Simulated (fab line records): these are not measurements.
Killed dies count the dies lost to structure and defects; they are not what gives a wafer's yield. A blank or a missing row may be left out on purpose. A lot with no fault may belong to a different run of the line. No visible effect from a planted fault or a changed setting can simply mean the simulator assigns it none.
fab line records -- flow n5Finfet
record: lots: 6, wafers: 18, lastDay: 18
route steps=1938 shown PASSIVATION@1918
lots with no fault: from the same line, run without faults
startH: hours from the record's first day to the start of the lot's first wafer shown -- waitH: hours elapsed since this lot's preceding step -- " unchanged from the row above -- L1.1+2: one row covering several wafers at once -- - no value, or no start given -- * or withheld: withheld -- < > ~ a bound
route shown NAME@n: names a module that has steps shown in the file, with the first one's number in the route -- usual: mean/standard deviation taken from wafers without a fault -- same: alike in all rows -- chamber/n: place in a boat -- sites: per-site readings -- _std_site: the standard deviation of these -- _edge_site: mean of outer sites minus mean of inner sites -- radiusMm: for every site, how far away it sits from the centre of the wafer -- mask NAME#n: copy n -- behind: tool/chamber where the wafer was last shaped -- hold: why the lot was held/for how many hours/how that ended -- device: names the non-switching transistor (n, p or np) -- end of line: tests of these same wafers at the route's end -- a step with no rows: only its recipe -- killed: dies lost to structure and defects at the first sort, not the wafer's yield -- map: dies across one wafer; x = killed, . = not, _ = none there
set.NAME: the setting the step ran with; set.NAME@STEP: the setting that earlier step ran with -- model.NAME: the simulator's own value behind a step, which no gauge read
lots at some steps of the route; a table a step, a row a wafer
services: from which hour (startH, from the record's first day; less than 0 if before it) a tool's chamber was out of use, for how many hours, and why
== steps ==
step: N5_PASSIVATION_COAT_38
recipe: spinRpm: 3000, resistThkNm: withheld
step: N5_PASSIVATION_EBR_40
recipe: solvent: PGMEA, ebrWidthMm: 1.5
step: N5_PASSIVATION_SOFTBAKE_39
recipe: tempC: 110, timeS: 120
step: N5_PASSIVATION_EXPOSE_41
recipe: maskId: PASS_OPEN, na: 0.55, defocusNm: 0, sourceShape: conventional, sigmaOuter: 0.8, polarization: unpolarized, targetCdNm: 40000, doseMj: 57.25
step: N5_PASSIVATION_PEB_42
recipe: pebTempC: withheld, pebTimeS: *
step: N5_PASSIVATION_DEVELOP_43
recipe: developTimeS: 60, rinseLiquid: diw, dry: airSpin, devTempC: 21
step: N5_PASSIVATION_HARDBAKE_45
recipe: tempC: 130, timeS: 120
step: N5_PASSIVATION_CD_MEAS_44
recipe: targetCdNm: 40000, landingEnergyEv: 500, detector: seInlens
usual: cdNm: 39999/3.8
same: landingEnergyEv: 500
lot.wafer,tool,chamber,startH,waitH,cdNm
L917.1,cdSem-02,0,316.87,-,40003
L917.4,cdSem-02,0,316.87,-,40002
L917.5,cdSem-02,0,316.87,-,40002
L920.1,cdSem-02,0,318.42,-,39999
L920.2,cdSem-02,0,318.42,-,40000
L920.4,cdSem-02,0,318.42,-,40005
L930.4,cdSem-02,0,380.64,-,40001
L930.5,cdSem-02,0,380.64,-,40001
L930.6,cdSem-02,0,380.64,-,39999
L932.2,cdSem-01,0,406.43,-,39997
L932.3,cdSem-01,0,406.43,-,40001
L932.6,cdSem-01,0,406.43,-,39999
L934.2,cdSem-03,0,406.70,-,39992
L934.5,cdSem-03,0,406.70,-,40002
L934.6,cdSem-03,0,406.70,-,39991
L935.1,cdSem-02,0,422.49,-,40000
L935.2,cdSem-02,0,422.49,-,39999
L935.4,cdSem-02,0,422.49,-,39996
step: N5_PASSIVATION_OVL_MEAS_66
recipe: pointsPerWafer: 44
usual: PASS_OPEN_OVL: 1/5.3
lot.wafer,tool,chamber,startH,waitH,PASS_OPEN_OVL[nm]
L917.1,overlay-01,0,316.90,0.0,-9
L917.4,overlay-01,0,316.90,0.0,4
L917.5,overlay-01,0,316.90,0.0,-2
L920.1,overlay-01,0,318.45,0.0,7
L920.2,overlay-01,0,318.45,0.0,7
L920.4,overlay-01,0,318.45,0.0,1
L930.4,overlay-01,0,380.67,0.0,3
L930.5,overlay-01,0,380.67,0.0,13
L930.6,overlay-01,0,380.67,0.0,3
L932.2,overlay-01,0,406.46,0.0,5
L932.3,overlay-01,0,406.46,0.0,-1
L932.6,overlay-01,0,406.46,0.0,0
L934.2,overlay-02,0,406.72,0.0,0
L934.5,overlay-02,0,406.72,0.0,-1
L934.6,overlay-02,0,406.72,0.0,3
L935.1,overlay-02,0,422.52,0.0,-1
L935.2,overlay-02,0,422.52,0.0,-6
L935.4,overlay-02,0,422.52,0.0,-3
step: N5_PASSIVATION_INSPECT_67
recipe: mode: adi, inspectInstrument: macro
usual: rawDefectCount: 2.0/1.4
lot.wafer,tool,chamber,startH,waitH,rawDefectCount
L917.1,defectInspect-02,-,316.92,0.0,0
L917.4,defectInspect-02,-,316.92,0.0,1
L917.5,defectInspect-02,-,316.92,0.0,1
L920.1,defectInspect-01,-,318.47,0.0,4
L920.2,defectInspect-01,-,318.47,0.0,5
L920.4,defectInspect-01,-,318.47,0.0,0
L930.4,defectInspect-02,-,380.70,0.0,0
L930.5,defectInspect-02,-,380.70,0.0,3
L930.6,defectInspect-02,-,380.70,0.0,4
L932.2,defectInspect-01,-,406.48,0.0,0
L932.3,defectInspect-01,-,406.48,0.0,1
L932.6,defectInspect-01,-,406.48,0.0,4
L934.2,defectInspect-02,-,406.75,0.0,3
L934.5,defectInspect-02,-,406.75,0.0,0
L934.6,defectInspect-02,-,406.75,0.0,1
L935.1,defectInspect-02,-,422.55,0.0,2
L935.2,defectInspect-02,-,422.55,0.0,3
L935.4,defectInspect-02,-,422.55,0.0,3
step: N5_PASSIVATION_DESCUM_46
recipe: chemistry: O2, timeS: 7.9, sourcePowerW: 50, biasPowerW: 20, pressureMtorr: 20, rfFrequencyHz: 2.712e+07, tempC: 40, o2FlowSccm: 225
usual: biasPowerW: 20.00/0.063, drypumpMotorCurrentA: 5.7/0.54, oesProductAu: 0.77/0.078, rfFwdPowerW: 49.41/0.18, rfVppV: 242.8/1.3, showerheadPlenumPTorr: 2.08/0.062, throttleValvePct: 20.51/0.24
same: timeS: 7.9
lot.wafer,tool,chamber,startH,waitH,biasPowerW,drypumpMotorCurrentA,oesProductAu,rfFwdPowerW,rfHoursCounterH,rfVppV,showerheadPlenumPTorr,throttleValvePct
L917.1,rieDiel-02,1,317.27,0.3,19.96,6.6,0.69,49.57,216,241.5,2.06,20.72
L917.4,rieDiel-02,3,317.27,0.3,20.02,5.1,0.70,49.36,228,242.4,2.04,20.79
L917.5,rieDiel-02,3,317.27,0.3,20.00,5.0,0.70,49.35,-,242.7,2.04,20.80
L920.1,rieDiel-01,2,318.79,0.3,20.10,5.1,0.75,49.61,138,243.6,2.02,20.53
L920.2,rieDiel-01,1,318.79,0.3,20.04,5.4,0.77,49.76,115,242.2,2.13,20.48
L920.4,rieDiel-01,0,318.79,0.3,19.96,5.3,0.80,49.79,91,243.5,2.11,20.46
L930.4,rieDiel-01,1,380.73,0.0,19.96,5.5,0.76,49.60,137,243.6,2.12,20.50
L930.5,rieDiel-01,2,380.73,0.0,20.01,5.1,0.73,49.78,-,241.0,2.01,20.54
L930.6,rieDiel-01,3,380.73,0.0,20.04,6.2,0.76,49.26,-,243.3,2.09,20.03
L932.2,rieDiel-01,1,406.58,0.1,19.98,5.4,0.74,49.28,146,243.1,2.12,20.52
L932.3,rieDiel-01,2,406.58,0.1,19.92,5.1,0.73,49.40,170,241.3,2.01,20.57
L932.6,rieDiel-01,2,406.58,0.1,19.96,5.1,0.72,49.83,-,243.3,2.01,20.58
L934.2,rieDiel-04,3,406.86,0.1,19.91,5.3,0.70,49.51,248,241.0,1.98,20.75
L934.5,rieDiel-04,0,406.86,0.1,19.99,6.8,0.90,49.26,-,244.8,2.23,20.56
L934.6,rieDiel-04,3,406.86,0.1,19.90,5.3,0.70,49.80,-,240.6,1.98,20.73
L935.1,rieDiel-02,3,422.59,0.0,19.98,5.0,0.95,49.32,11,243.6,2.03,20.54
L935.2,rieDiel-02,0,422.59,0.0,20.03,5.6,0.81,49.43,72,243.6,2.14,20.58
L935.4,rieDiel-02,3,422.59,0.0,19.93,5.0,0.95,49.36,-,241.1,2.03,20.55
step: N5_PASSIVATION_PASS_ETCH_47
recipe: chemistry: CF4/O2, target: SiNx, targetDepthA: 7700, timeS: 385, ionEnergyEv: 100, pressureMtorr: 40, sourceW: 535, biasW: 49, Ar_flow_sccm: 100, cf4FlowSccm: 100, O2_flow_sccm: 10
usual: drypumpMotorCurrentA: 5.7/0.54, mfcArSccm: 100.01/0.27, oesProductAu: 0.77/0.076, rfFwdPowerW: 534.1/1.6, rfVppV: 240/4.6, showerheadPlenumPTorr: 2.19/0.059, throttleValvePct: 15.95/0.25
same: timeS: 385
lot.wafer,tool,chamber,startH,waitH,drypumpMotorCurrentA,mfcArSccm,oesProductAu,rfFwdPowerW,rfHoursCounterH,rfVppV,showerheadPlenumPTorr,throttleValvePct
L917.1,rieDiel-02,1,317.31,0.0,6.6,99.96,0.69,534.8,216,242,2.18,16.21
L917.4,rieDiel-02,3,317.31,0.0,5.0,100.02,0.69,532.9,229,233,2.18,16.43
L917.5,rieDiel-02,3,317.31,0.0,5.0,99.69,0.69,533.9,-,235,2.18,16.43
L920.1,rieDiel-01,2,318.82,0.0,5.2,100.00,0.75,532.3,138,249,2.12,15.92
L920.2,rieDiel-01,1,318.82,0.0,5.4,99.78,0.77,536.5,115,242,2.23,15.84
L920.4,rieDiel-01,0,318.82,0.0,5.3,100.15,0.81,533.9,91,234,2.22,15.89
L930.4,rieDiel-01,1,380.76,0.0,5.5,100.29,0.75,536.5,137,240,2.22,15.89
L930.5,rieDiel-01,2,380.76,0.0,5.1,100.17,0.74,536.9,-,247,2.11,15.95
L930.6,rieDiel-01,3,380.76,0.0,6.2,99.61,0.75,532.5,-,238,2.21,15.53
L932.2,rieDiel-01,1,406.62,0.0,5.5,99.77,0.75,533.9,146,241,2.21,15.88
L932.3,rieDiel-01,2,406.62,0.0,5.1,100.28,0.72,533.3,170,250,2.11,15.97
L932.6,rieDiel-01,2,406.62,0.0,5.1,100.60,0.73,532.7,-,246,2.11,15.98
L934.2,rieDiel-04,3,406.90,0.0,5.3,99.65,0.70,535.5,248,240,2.09,16.23
L934.5,rieDiel-04,0,406.90,0.0,6.8,99.64,0.90,533.4,-,245,2.33,15.90
L934.6,rieDiel-04,3,406.90,0.0,5.3,99.43,0.69,533.6,-,242,2.09,16.23
L935.1,rieDiel-02,3,422.62,0.0,5.0,100.39,0.94,534.3,11,233,2.17,16.03
L935.2,rieDiel-02,0,422.62,0.0,5.6,99.76,0.80,536.1,73,238,2.23,15.90
L935.4,rieDiel-02,3,422.62,0.0,5.0,100.24,0.95,536.3,-,234,2.17,16.04
step: N5_PASSIVATION_ETCH_54
recipe: chemistry: CHF3/O2, target: SiO2, targetDepthA: 8800, CHF3_flow_sccm: 50, O2_flow_sccm: 5, Ar_flow_sccm: 200, timeS: 440, maskMaterial: PR, pressureMtorr: 30, sourceW: 650, biasW: 170, ionEnergyEv: 200
usual: drypumpMotorCurrentA: 5.7/0.54, mfcArSccm: 200.0/0.57, oesProductAu: 0.77/0.075, rfFwdPowerW: 648.8/2, rfVppV: 522/9.8, showerheadPlenumPTorr: 2.39/0.069, throttleValvePct: 18.88/0.24
same: timeS: 440
lot.wafer,tool,chamber,startH,waitH,drypumpMotorCurrentA,mfcArSccm,oesProductAu,rfFwdPowerW,rfHoursCounterH,rfVppV,showerheadPlenumPTorr,throttleValvePct,model.etch.depthNm,model.PASSIVATION.featureDepthNm
L917.1,rieDiel-02,1,317.53,0.1,6.6,201.3,0.69,651.4,216,530,2.39,19.16,876,876
L917.4,rieDiel-02,3,317.53,0.1,5.0,199.5,0.69,649.8,229,509,2.37,19.29,890.3,890.2
L917.5,rieDiel-02,3,317.53,0.1,5.0,200.6,0.69,648.9,-,509,2.37,19.30,887.1,887.2
L920.1,rieDiel-01,2,319.05,0.1,5.1,199.8,0.75,648.0,138,538,2.31,18.83,853.9,853.8
L920.2,rieDiel-01,1,319.05,0.1,5.5,200.7,0.77,647.7,115,523,2.44,18.82,866.2,866.2
L920.4,rieDiel-01,0,319.05,0.1,5.3,199.7,0.80,645.7,91,505,2.44,18.88,857.8,857.8
L930.4,rieDiel-01,1,380.99,0.1,5.5,200.5,0.77,801.6,137,469,2.43,18.84,952.6,952.6
L930.5,rieDiel-01,2,380.99,0.1,5.1,198.9,0.75,803.1,-,482,2.30,18.83,941.9,941.8
L930.6,rieDiel-01,3,380.99,0.1,6.2,199.9,0.76,800.3,-,462,2.42,18.47,942.3,942.2
L932.2,rieDiel-01,1,406.84,0.1,5.4,201.1,0.76,807.2,146,470,2.43,18.85,950.1,950.2
L932.3,rieDiel-01,2,406.84,0.1,5.1,199.3,0.74,803.6,170,481,2.30,18.83,943.7,943.8
L932.6,rieDiel-01,2,406.84,0.1,5.1,200.8,0.75,804.7,-,481,2.30,18.84,950.3,950.2
L934.2,rieDiel-04,3,407.12,0.1,5.3,199.2,0.69,652.3,248,527,2.29,19.14,878.2,878.2
L934.5,rieDiel-04,0,407.12,0.1,6.8,199.5,0.91,648.1,-,537,2.55,18.91,903.1,903.2
L934.6,rieDiel-04,3,407.12,0.1,5.3,200.3,0.70,651.3,-,526,2.29,19.12,869.8,869.8
L935.1,rieDiel-02,3,422.85,0.1,5.0,200.3,0.93,648.7,11,509,2.36,18.99,900.7,900.6
L935.2,rieDiel-02,0,422.85,0.1,5.6,200.0,0.80,649.0,73,515,2.44,18.85,870.8,870.8
L935.4,rieDiel-02,3,422.85,0.1,5.0,199.9,0.93,649.6,-,508,2.36,18.98,894.2,894.2
step: N5_PASSIVATION_STRIP_48
recipe: chemistry: O2, powerW: 600, tempC: 60, pressureMtorr: 30, rfFrequencyHz: 6e+07, biasPowerW: 0, overashFraction: 0.5, o2FlowSccm: 225
usual: drypumpMotorCurrentA: 5.7/0.54, oesProductAu: 0.77/0.077, rfVppV: 3.7/2.3, showerheadPlenumPTorr: 2.08/0.062, throttleValvePct: 16.77/0.25
same: biasPowerW: 0
lot.wafer,tool,chamber,startH,waitH,drypumpMotorCurrentA,oesProductAu,rfHoursCounterH,rfVppV,showerheadPlenumPTorr,throttleValvePct
L917.1,rieDiel-02,1,317.82,0.1,6.5,0.68,216,7.7,2.07,16.93
L917.4,rieDiel-02,3,317.82,0.1,5.1,0.71,229,2.1,2.05,17.20
L917.5,rieDiel-02,3,317.82,0.1,5.0,0.70,-,9.5,2.05,17.05
L920.1,rieDiel-01,2,319.34,0.1,5.2,0.75,138,1.3,2.02,16.75
L920.2,rieDiel-01,1,319.34,0.1,5.5,0.78,115,3.9,2.13,16.79
L920.4,rieDiel-01,0,319.34,0.1,5.3,0.86,91,4.2,2.12,16.80
L930.4,rieDiel-01,1,381.28,0.1,5.5,0.76,137,3.2,2.13,16.75
L930.5,rieDiel-01,2,381.28,0.1,5.2,0.72,-,4.2,2.01,16.91
L930.6,rieDiel-01,3,381.28,0.1,6.3,0.74,-,3.3,2.09,16.24
L932.2,rieDiel-01,1,407.13,0.1,5.5,0.76,146,1.1,2.13,16.78
L932.3,rieDiel-01,2,407.13,0.1,5.1,0.73,170,4.8,2.01,16.73
L932.6,rieDiel-01,2,407.13,0.1,5.1,0.73,-,4.8,2.01,16.87
L934.2,rieDiel-04,3,407.41,0.1,5.3,0.71,248,0.9,1.99,17.08
L934.5,rieDiel-04,0,407.41,0.1,6.8,0.92,-,4.6,2.24,16.72
L934.6,rieDiel-04,3,407.41,0.1,5.3,0.70,-,0.6,1.99,17.12
L935.1,rieDiel-02,3,423.14,0.1,5.0,0.91,12,3.6,2.04,16.73
L935.2,rieDiel-02,0,423.14,0.1,5.6,0.84,73,4.2,2.14,16.76
L935.4,rieDiel-02,3,423.14,0.1,4.9,0.95,-,0.1,2.04,16.66
== services ==
tool,chamber,startH,hours,kind
rieDiel-02,-,301.01,2.8,pm
rieDiel-04,0,317.81,-,clean
rieDiel-04,0,317.81,-,consumableReplace:focusRing
rieDiel-04,0,317.81,-,consumableReplace:showerhead
rieDiel-04,0,317.81,13.8,scheduledDown
rieDiel-04,0,317.81,13.8,ventCycle
rieDiel-02,3,375.83,-,clean
rieDiel-02,3,375.83,-,consumableReplace:focusRing
rieDiel-02,3,375.83,22.7,scheduledDown
rieDiel-02,3,375.83,22.7,ventCycle
rieDiel-02,1,377.66,3.6,repair
rieDiel-04,3,391.70,8.2,repair
rieDiel-02,2,400.89,3.5,repair
rieDiel-01,-,405.13,0.6,repair
rieDiel-04,2,405.32,9.0,repair
rieDiel-04,0,413.76,10.2,repair
rieDiel-02,1,421.14,-,clean
rieDiel-02,1,421.14,-,consumableReplace:esc
rieDiel-02,1,421.14,-,consumableReplace:focusRing
== key ==
firstSign: step: N5_PASSIVATION_ETCH_54, reading: rfFwdPowerW, direction: up, sigmas: 78, usual: *, struck: *
effect: step: N5_PASSIVATION_ETCH_54, reading: rfVppV, direction: down, sigmas: 4.9, usual: 522, struck: 474
modelEffect: step: N5_PASSIVATION_ETCH_54, value: etch.depthNm, without: 871.6, struck: 946.8
metAt N5_PASSIVATION_ETCH_54
struckWafers L930.4,L930.5,L930.6,L932.2,L932.3,L932.6
onsetBetween 319.05 380.99
fault: kind: processParameterDrift, tool: rieDiel-01, chamber: -, onsetH: 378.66, steps: N5_PASSIVATION_ETCH_54, channel: sourceW, offset: 156, shape: step, endH: 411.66, actsIn: theseRecipesOnly, stated: 650
